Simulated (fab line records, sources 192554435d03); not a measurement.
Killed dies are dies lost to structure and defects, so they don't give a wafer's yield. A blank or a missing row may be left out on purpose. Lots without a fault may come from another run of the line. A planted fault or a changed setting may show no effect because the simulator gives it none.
fab line records | flow n5_finfet
record lots=5 wafers=15 last_day=18
route steps=1938 shown BEOL_M2@879 BEOL_M4@1111 PASSIVATION@1936
lots that met no fault: from a run of the same line without faults
start_h: hours from the record's first day to the start of the lot's first wafer shown | wait_h: hours since the lot's step before | " the same as in the row above | L1.1+2: a row that stands for several wafers | - no value, or no start given | * or withheld: withheld | < > ~ a bound
route shown NAME@n: a module of which the file shows steps, and the number in the route of the first | usual: mean/standard deviation of fault-free wafers | same: alike in all rows | chamber/n: place in a boat | sites: the reading at each site | _std_site: their standard deviation | _edge_site: outer sites' mean less inner sites' | radius_mm: how far each site lies from the wafer's centre | mask NAME#n: copy n | behind: the tool/chamber that last shaped the wafer | hold: why the lot was held/for how many hours/how that ended | device: the transistor (n, p or np) that didn't switch | end of line: the same wafers' tests at the end of the route | a step without rows: its recipe alone | killed: dies lost to structure and defects at the first sort, not the wafer's yield | map: a wafer's dies, x killed, . not, _ none there
set.NAME: the setting as run; set.NAME@STEP: as run at that earlier step | model.NAME: the simulator's own value behind a step, which no gauge read
lots at some steps of the route; a table a step, a row a wafer
services: from which hour (start_h, from the record's first day; less than 0 if before it) a tool's chamber was out of use, for how many hours, and why
## steps
# step N5_BEOL_M2_DESCUM_33
# recipe chemistry=O2 time_s=7 source_power_w=50 bias_power_w=20 pressure_mtorr=20 rf_frequency_hz=2.712e+07 temp_c=40 resist=CAR-EUV o2_flow_sccm=225
# step N5_BEOL_M2_ETCH_77
# recipe chemistry=N2/H2 target=underlayer target_depth_a=65 mask_material=CAR-EUV time_s=5.2 ion_energy_ev=200 pressure_mtorr=30 source_w=840 bias_w=150 n2_flow_sccm=200 h2_flow_sccm=200 ends=cleared
# step N5_BEOL_M2_ETCH_69
# recipe chemistry=CF4 target=SiARC target_depth_a=156 mask_material=CAR-EUV time_s=26 ion_energy_ev=80 pressure_mtorr=40 source_w=545 bias_w=36 Ar_flow_sccm=100 cf4_flow_sccm=100 ends=cleared
# step N5_BEOL_M2_ALD_98
# recipe material=SiO2 target_thk_a=25 temp_c=100 ald_precursor_family=BDEAS ald_co_reactant=O2-plasma pulse_time_s=1 co_reactant_pulse_time_s=1 purge_time_s=2 co_reactant_purge_time_s=2 ald_cycles=17 pressure_torr=2
# step N5_BEOL_M2_ETCHBACK_99
# recipe chemistry=CHF3 target=SiO2 target_depth_a=50 time_s=10.4 source_w=215 bias_w=47 Ar_flow_sccm=200 CHF3_flow_sccm=12 ion_energy_ev=100 pressure_mtorr=30
# step N5_BEOL_M2_ETCH_70
# recipe chemistry=N2/H2 target=SOC target_depth_a=800 overetch_a=240 mask_material=SiARC temp_c=40 time_s=130 ion_energy_ev=200 pressure_mtorr=30 source_w=840 bias_w=150 n2_flow_sccm=200 h2_flow_sccm=200
# step N5_BEOL_M2_STRIP_71
# recipe chemistry=N2/H2 temp_c=40 n2_flow_sccm=200 h2_flow_sccm=200 rf_frequency_hz=6e+07
# step N5_BEOL_M2_STRIP_78
# recipe chemistry=N2/H2 temp_c=40 n2_flow_sccm=200 h2_flow_sccm=200 rf_frequency_hz=6e+07
# step N5_BEOL_M2_VIA_ETCH_34
# recipe chemistry=C4F6/O2 target_depth_a=694 mask_material=SOC pressure_mtorr=15 ion_energy_ev=250 taper_deg=4 time_s=65.9 source_w=350 bias_w=170 Ar_flow_sccm=300 C4F6_flow_sccm=10 O2_flow_sccm=10
# step N5_BEOL_M2_STRIP_83
# recipe chemistry=C4F6/O2 resist=SiARC rf_frequency_hz=6e+07
# step N5_BEOL_M2_STRIP_36
# recipe chemistry=N2/H2 power_w=450 temp_c=40 pressure_mtorr=20 rf_frequency_hz=6e+07 overash_fraction=0.3 bias_power_w=7 h2_frac=0.5 n2_flow_sccm=200 h2_flow_sccm=200
# step N5_BEOL_M2_TRENCH_ETCH_37
# recipe chemistry=C4F6/O2 target_depth_a=555.55 target=SiOC time_s=29.2 ion_energy_ev=250 pressure_mtorr=30 source_w=355 bias_w=185 Ar_flow_sccm=300 C4F6_flow_sccm=10 O2_flow_sccm=10
# step N5_BEOL_M2_ETCH_41
# recipe chemistry=CH3F/O2 target=SiCN target_depth_a=299 taper_deg=2 time_s=52.5 ion_energy_ev=120 mask_material=TiN pressure_mtorr=30 source_w=395 bias_w=75 Ar_flow_sccm=150 CH3F_flow_sccm=30 O2_flow_sccm=20
# usual CH3F_flow_sccm=29.99/0.096 O2_flow_sccm=19.99/0.059 drypump_motor_current_A=5.8/0.53 oes_product_au=0.80/0.075 rf_vpp_V=298.0/1.7 showerhead_plenum_p_Torr=2.04/0.068 throttle_valve_pct=16.31/0.19
# columns lot.wafer tool chamber start_h wait_h CH3F_flow_sccm O2_flow_sccm drypump_motor_current_A oes_product_au rf_hours_counter_h rf_vpp_V showerhead_plenum_p_Torr throttle_valve_pct
L322.1 rie_diel-05 2 148.85 - 30.08 19.97 5.9 0.71 215 298.4 2.06 16.14
L322.4 " 3 " " 29.84 19.94 6.3 0.73 177 298.4 2.07 16.49
L322.6 " 0 " " 30.05 19.94 5.7 0.77 - 297.9 2.10 16.40
L337.1 rie_diel-02 1 237.08 - - - - - - - - -
L337.5 " 1 " " - - - - - - - -
L337.6 " 3 " " - - - - - - - -
L338.2 rie_diel-05 3 250.09 - - - - - - - - -
L338.4 " 0 " " - - - - - - - -
L338.5 " 3 " " - - - - - - - -
L339.1 rie_diel-02 2 258.98 - - - - - - - - -
L339.3 " 0 " " - - - - - - - -
L339.4 " 1 " " - - - - - - - -
L343.1 rie_diel-03 1 280.57 - 30.08 19.93 6.7 0.71 212 299.3 2.06 16.13
L343.3 " 0 " " 30.08 19.99 6.4 0.86 38 298.1 2.04 16.05
L343.4 " 3 " " 30.03 19.91 6.1 0.73 195 297.8 1.98 16.44
# step N5_BEOL_M2_STRIP_97
# recipe chemistry=N2/H2 time_s=10 power_w=450 temp_c=40 pressure_mtorr=20 rf_frequency_hz=6e+07 bias_power_w=7 n2_flow_sccm=200 h2_flow_sccm=200
# step N5_BEOL_M4_RC_MEAS_101
# usual DIBL_N=36.4/1.4 DIBL_P=36.4/1.5 IOFF_N=0.156/0.022 IOFF_P=0.210/0.023 ION_N=675/9.1 ION_P=463/5.7 SS_N=71.6/0.45 SS_P=73.3/0.56 VT_N=250/3.1 VT_P=-250.3/2.3
# columns lot.wafer tool chamber start_h wait_h DIBL_N[mV/V] DIBL_P[mV/V] IOFF_N[nA/um] IOFF_P[nA/um] ION_N[uA/um] ION_P[uA/um] SS_N[mV/dec] SS_P[mV/dec] VT_N[mV] VT_P[mV]
L322.1 prober-01 0 198.31 0.0 37.2 35.0 0.148 0.237 669 463 71.4 72.9 252 -249.4
L322.4 " 0 " " 38.8 36.1 0.167 0.237 666 463 72.0 74.2 251 -248.5
L322.6 " 0 " " 36.1 33.2 0.125 0.192 658 459 72.0 72.3 255 -250.7
L343.1 prober-01 0 317.48 0.0 39.6 39.2 0.214 0.253 692 468 72.1 74.1 246 -248.8
L343.3 " 0 " " 38.3 38.4 0.193 0.231 689 468 71.8 73.4 247 -248.4
L343.4 " 0 " " 37.3 36.2 0.175 0.206 678 461 71.2 73.4 248 -250.1
# step N5_PASSIVATION_PROBE_49
# usual defect_limited_yield=91.5/1.3 killed_at_M0_to_M3=33/10 killed_at_M4_up=13/4 killed_at_contacts=12/6.3 killed_at_front_end=39/11 killed_at_other=3.4/2.6 killed_dies=100/15 killed_on_rim=13/4 killed_open=65/11 killed_short=34/7.8 sort_bin_5_function=5.0/0.89 sort_bin_6_memory=3.2/0.58 sort_n_pass=1080/15 sort_yield_pct=91.5/1.3
# same gross_dies=1180 killed_at_back_side=0 sort_bin_4_leakage[%]=0 sort_bin_8_speed[%]=0
# columns lot.wafer tool chamber start_h wait_h defect_limited_yield[%] killed_at_M0_to_M3 killed_at_M4_up killed_at_contacts killed_at_front_end killed_at_other killed_dies killed_on_rim killed_open killed_short sort_bin_5_function[%] sort_bin_6_memory[%] sort_n_pass sort_yield_pct[%]
L322.1 prober-01 - 299.04 0.0 91.2 40 12 22 24 6 104 12 78 26 5.4 3.2 1076 91.2
L322.4 prober-01 - 299.19 0.2 93.1 18 15 13 35 1 82 9 51 29 4.0 2.7 1098 93.1
L322.6 prober-01 - 299.29 0.3 90.2 30 9 21 50 6 116 16 74 42 6.1 3.1 1064 90.2
L337.1 prober-02 - 392.41 0.0 0 1117 11 13 38 1 1180 152 67 35 96.2 3.6 0 0
L337.5 prober-02 - 392.61 0.2 0 1114 12 20 33 1 1180 152 65 36 95.8 3.6 0 0
L337.6 prober-02 - 392.66 0.3 0 1116 9 17 36 2 1180 152 53 39 96.8 3.0 0 0
L338.2 prober-02 - 394.43 0.1 0 1114 9 8 38 11 1180 152 62 41 96.2 3.5 0 0
L338.4 prober-02 - 394.53 0.2 0 1126 6 11 36 1 1180 152 53 37 96.6 3.1 0 0
L338.5 prober-02 - 394.58 0.2 0 1120 12 5 37 6 1180 152 65 45 95.8 3.9 0 0
L339.1 prober-01 - 417.37 0.0 0 1097 19 9 51 4 1180 152 83 35 95.9 3.6 0 0
L339.3 prober-01 - 417.47 0.1 0 1115 12 7 40 6 1180 152 64 32 96.9 2.9 0 0
L339.4 prober-01 - 417.52 0.2 0 1113 17 16 31 3 1180 152 63 27 96.9 2.9 0 0
# killed by level:class
L322.1 MOL_CONTACT_COAG:geometric_particle:open=15 BEOL_M2:geometric_particle:open=11 BEOL_M3:geometric_particle:open=11 STI_FIN_REVEAL:geometric_particle:open=8 FIN_SAQP:geometric_particle:open=7 MOL_CONTACT_COAG:geometric_particle:short=7 BEOL_M4:geometric_particle:open=6 BEOL_M0_SAQP:geometric_particle:short=5
L322.4 FIN_SAQP:geometric_particle:open=15 MOL_CONTACT_COAG:geometric_particle:open=9 BEOL_M4:geometric_particle:open=6 FIN_SAQP:geometric_particle:short=5 MOL_CONTACT_COAG:geometric_particle:short=4 BEOL_M2:geometric_particle:open=4 STARTING-WAFER:geometric_particle:short=4 BEOL_M0_SAQP:geometric_particle:open=3
L322.6 MOL_CONTACT_COAG:geometric_particle:open=17 BEOL_M2:geometric_particle:open=15 STI_FIN_REVEAL:geometric_particle:open=11 FIN_SAQP:geometric_particle:open=8 STI_FIN_REVEAL:geometric_particle:short=7 FIN_SAQP:geometric_particle:short=6 BEOL_M2:geometric_particle:short=6 PASS1_CAP:geometric_particle:short=6
L337.1 BEOL_M2:area_etch=1078 FIN_SAQP:geometric_particle:short=12 MOL_CONTACT_COAG:geometric_particle:open=8 BEOL_M1:geometric_particle:open=7 BEOL_M2:geometric_particle:open=7 FIN_SAQP:geometric_particle:open=6 BEOL_M3:geometric_particle:open=6 BEOL_M0_SAQP:geometric_particle:open=6
L337.5 BEOL_M2:area_etch=1079 MOL_CONTACT_COAG:geometric_particle:open=19 BEOL_M0_SAQP:geometric_particle:short=11 BEOL_M0_SAQP:geometric_particle:open=11 FIN_SAQP:geometric_particle:open=10 FIN_SAQP:geometric_particle:short=8 GATE_CUT:geometric_particle:short=6 BEOL_M6:geometric_particle:open=5
L337.6 BEOL_M2:area_etch=1088 FIN_SAQP:geometric_particle:short=14 MOL_CONTACT_COAG:geometric_particle:open=11 STI_FIN_REVEAL:geometric_particle:open=7 BEOL_M0_SAQP:geometric_particle:open=7 MOL_CONTACT_COAG:geometric_particle:short=6 BEOL_M2:geometric_particle:open=5 GATE_CUT:geometric_particle:short=5
L338.2 BEOL_M2:area_etch=1076 BEOL_M0_SAQP:geometric_particle:short=13 BEOL_M2:geometric_particle:open=9 MOL_CONTACT_COAG:geometric_particle:open=8 BEOL_M0_SAQP:geometric_particle:open=8 BEOL_M4:geometric_particle:open=6 FIN_SAQP:geometric_particle:short=5 GATE_CUT:geometric_particle:short=5
L338.4 BEOL_M2:area_etch=1088 FIN_SAQP:geometric_particle:short=10 BEOL_M3:geometric_particle:open=10 BEOL_M0_SAQP:geometric_particle:short=9 FIN_SAQP:geometric_particle:open=8 MOL_CONTACT_COAG:geometric_particle:open=8 GATE_CUT:geometric_particle:short=6 BEOL_M0_SAQP:geometric_particle:open=6
L338.5 BEOL_M2:area_etch=1068 BEOL_M0_SAQP:geometric_particle:short=14 BEOL_M0_SAQP:geometric_particle:open=12 BEOL_M3:geometric_particle:open=10 FIN_SAQP:geometric_particle:short=8 STI_FIN_REVEAL:geometric_particle:open=7 BEOL_M1:geometric_particle:open=7 STI_FIN_REVEAL:geometric_particle:short=5
L339.1 BEOL_M2:area_etch=1062 FIN_SAQP:geometric_particle:open=13 FIN_SAQP:geometric_particle:short=11 MOL_CONTACT_COAG:geometric_particle:open=9 BEOL_M0_SAQP:geometric_particle:open=8 BEOL_M2:geometric_particle:open=8 DUMMY_GATE:geometric_particle:open=7 BEOL_M0_SAQP:geometric_particle:short=7
L339.3 BEOL_M2:area_etch=1084 DUMMY_GATE:geometric_particle:open=11 BEOL_M1:geometric_particle:open=11 FIN_SAQP:geometric_particle:short=6 FIN_SAQP:geometric_particle:open=6 STI_FIN_REVEAL:geometric_particle:open=6 MOL_CONTACT_COAG:geometric_particle:open=5 BEOL_M3:geometric_particle:open=5
L339.4 BEOL_M2:area_etch=1089 MOL_CONTACT_COAG:geometric_particle:open=15 FIN_SAQP:geometric_particle:open=8 BEOL_M4:geometric_particle:short=8 BEOL_M2:geometric_particle:open=6 BEOL_M3:geometric_particle:open=6 STI_FIN_REVEAL:geometric_particle:open=5 BEOL_M4:geometric_particle:open=4
# map L337.1 (x killed, . not)
_________________xxxxxxxxxxxx________________
______________xxxxxxxxxxxxxxxxxx_____________
___________xxxxxxxxxxxxxxxxxxxxxxxx__________
__________xxxxxxxxxxxxxxxxxxxxxxxxxx_________
________xxxxxxxxxxxxxxxxxxxxxxxxxxxxxx_______
_______xxxxxxxxxxxxxxxxxxxxxxxxxxxxxxxx______
______xxxxxxxxxxxxxxxxxxxxxxxxxxxxxxxxxx_____
_____xxxxxxxxxxxxxxxxxxxxxxxxxxxxxxxxxxxx____
____xxxxxxxxxxxxxxxxxxxxxxxxxxxxxxxxxxxxxx___
___xxxxxxxxxxxxxxxxxxxxxxxxxxxxxxxxxxxxxxxx__
___xxxxxxxxxxxxxxxxxxxxxxxxxxxxxxxxxxxxxxxx__
__xxxxxxxxxxxxxxxxxxxxxxxxxxxxxxxxxxxxxxxxxx_
__xxxxxxxxxxxxxxxxxxxxxxxxxxxxxxxxxxxxxxxxxx_
_xxxxxxxxxxxxxxxxxxxxxxxxxxxxxxxxxxxxxxxxxxxx
_xxxxxxxxxxxxxxxxxxxxxxxxxxxxxxxxxxxxxxxxxxxx
_xxxxxxxxxxxxxxxxxxxxxxxxxxxxxxxxxxxxxxxxxxxx
_xxxxxxxxxxxxxxxxxxxxxxxxxxxxxxxxxxxxxxxxxxxx
_xxxxxxxxxxxxxxxxxxxxxxxxxxxxxxxxxxxxxxxxxxxx
_xxxxxxxxxxxxxxxxxxxxxxxxxxxxxxxxxxxxxxxxxxxx
_xxxxxxxxxxxxxxxxxxxxxxxxxxxxxxxxxxxxxxxxxxxx
_xxxxxxxxxxxxxxxxxxxxxxxxxxxxxxxxxxxxxxxxxxxx
__xxxxxxxxxxxxxxxxxxxxxxxxxxxxxxxxxxxxxxxxxx_
__xxxxxxxxxxxxxxxxxxxxxxxxxxxxxxxxxxxxxxxxxx_
___xxxxxxxxxxxxxxxxxxxxxxxxxxxxxxxxxxxxxxxx__
___xxxxxxxxxxxxxxxxxxxxxxxxxxxxxxxxxxxxxxxx__
____xxxxxxxxxxxxxxxxxxxxxxxxxxxxxxxxxxxxxx___
_____xxxxxxxxxxxxxxxxxxxxxxxxxxxxxxxxxxxx____
______xxxxxxxxxxxxxxxxxxxxxxxxxxxxxxxxxx_____
_______xxxxxxxxxxxxxxxxxxxxxxxxxxxxxxxx______
________xxxxxxxxxxxxxxxxxxxxxxxxxxxxxx_______
__________xxxxxxxxxxxxxxxxxxxxxxxxxx_________
___________xxxxxxxxxxxxxxxxxxxxxxxx__________
______________xxxxxxxxxxxxxxxxxx_____________
_________________xxxxxxxxxxxx________________
# map L338.2 (x killed, . not)
_________________xxxxxxxxxxxx________________
______________xxxxxxxxxxxxxxxxxx_____________
___________xxxxxxxxxxxxxxxxxxxxxxxx__________
__________xxxxxxxxxxxxxxxxxxxxxxxxxx_________
________xxxxxxxxxxxxxxxxxxxxxxxxxxxxxx_______
_______xxxxxxxxxxxxxxxxxxxxxxxxxxxxxxxx______
______xxxxxxxxxxxxxxxxxxxxxxxxxxxxxxxxxx_____
_____xxxxxxxxxxxxxxxxxxxxxxxxxxxxxxxxxxxx____
____xxxxxxxxxxxxxxxxxxxxxxxxxxxxxxxxxxxxxx___
___xxxxxxxxxxxxxxxxxxxxxxxxxxxxxxxxxxxxxxxx__
___xxxxxxxxxxxxxxxxxxxxxxxxxxxxxxxxxxxxxxxx__
__xxxxxxxxxxxxxxxxxxxxxxxxxxxxxxxxxxxxxxxxxx_
__xxxxxxxxxxxxxxxxxxxxxxxxxxxxxxxxxxxxxxxxxx_
_xxxxxxxxxxxxxxxxxxxxxxxxxxxxxxxxxxxxxxxxxxxx
_xxxxxxxxxxxxxxxxxxxxxxxxxxxxxxxxxxxxxxxxxxxx
_xxxxxxxxxxxxxxxxxxxxxxxxxxxxxxxxxxxxxxxxxxxx
_xxxxxxxxxxxxxxxxxxxxxxxxxxxxxxxxxxxxxxxxxxxx
_xxxxxxxxxxxxxxxxxxxxxxxxxxxxxxxxxxxxxxxxxxxx
_xxxxxxxxxxxxxxxxxxxxxxxxxxxxxxxxxxxxxxxxxxxx
_xxxxxxxxxxxxxxxxxxxxxxxxxxxxxxxxxxxxxxxxxxxx
_xxxxxxxxxxxxxxxxxxxxxxxxxxxxxxxxxxxxxxxxxxxx
__xxxxxxxxxxxxxxxxxxxxxxxxxxxxxxxxxxxxxxxxxx_
__xxxxxxxxxxxxxxxxxxxxxxxxxxxxxxxxxxxxxxxxxx_
___xxxxxxxxxxxxxxxxxxxxxxxxxxxxxxxxxxxxxxxx__
___xxxxxxxxxxxxxxxxxxxxxxxxxxxxxxxxxxxxxxxx__
____xxxxxxxxxxxxxxxxxxxxxxxxxxxxxxxxxxxxxx___
_____xxxxxxxxxxxxxxxxxxxxxxxxxxxxxxxxxxxx____
______xxxxxxxxxxxxxxxxxxxxxxxxxxxxxxxxxx_____
_______xxxxxxxxxxxxxxxxxxxxxxxxxxxxxxxx______
________xxxxxxxxxxxxxxxxxxxxxxxxxxxxxx_______
__________xxxxxxxxxxxxxxxxxxxxxxxxxx_________
___________xxxxxxxxxxxxxxxxxxxxxxxx__________
______________xxxxxxxxxxxxxxxxxx_____________
_________________xxxxxxxxxxxx________________
## services
# columns tool chamber start_h hours kind
rie_diel-02 3 127.94 2.0 repair
rie_diel-03 0 136.43 - clean
rie_diel-03 0 136.43 - consumable_replace:focus_ring
rie_diel-03 0 136.43 34.1 scheduled_down
rie_diel-03 0 136.43 34.1 vent_cycle
rie_diel-02 2 187.65 - clean
rie_diel-02 2 187.65 - consumable_replace:focus_ring
rie_diel-02 2 187.65 - consumable_replace:showerhead
rie_diel-02 2 187.65 18.9 scheduled_down
rie_diel-02 2 187.65 18.9 vent_cycle
rie_diel-05 3 191.40 1.4 repair
rie_diel-03 1 222.81 2.7 repair
rie_diel-02 0 236.29 1.6 repair
rie_diel-05 2 248.47 1.5 repair
rie_diel-05 2 250.18 - clean
rie_diel-05 2 250.18 - consumable_replace:focus_ring
rie_diel-05 2 250.18 13.4 scheduled_down
rie_diel-05 2 250.18 13.4 vent_cycle
rie_diel-03 0 253.76 5.9 repair
rie_diel-05 1 276.26 3.2 repair
## key
first_sign step=N5_BEOL_M2_ETCH_41 reading=tool_record direction=missing
effect step=N5_PASSIVATION_PROBE_49 reading=killed_at_M0_to_M3 direction=up sigmas=99+ usual=33 struck=1115
more_kills_born_at N5_BEOL_M2_ETCH_41@rie_diel-02=6480 N5_BEOL_M2_ETCH_41@rie_diel-05=3232
met_at N5_BEOL_M2_ETCH_41
struck_wafers L337.1,L337.5,L337.6,L338.2,L338.4,L338.5,L339.1,L339.3,L339.4
later_rows_left_out L337.1,L337.5,L337.6,L338.2,L338.4,L338.5,L339.1,L339.3,L339.4
onset_between 148.85 237.08
fault kind=skipped_step_whole tool=rie_diel-02,rie_diel-05 chamber=- onset_h=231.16 steps=N5_BEOL_M2_ETCH_41 scope=struck_lots_only
# later_rows_left_out: the simulator's readings of these wafers behind a module that went badly wrong aren't trusted and aren't shown, but for the sort
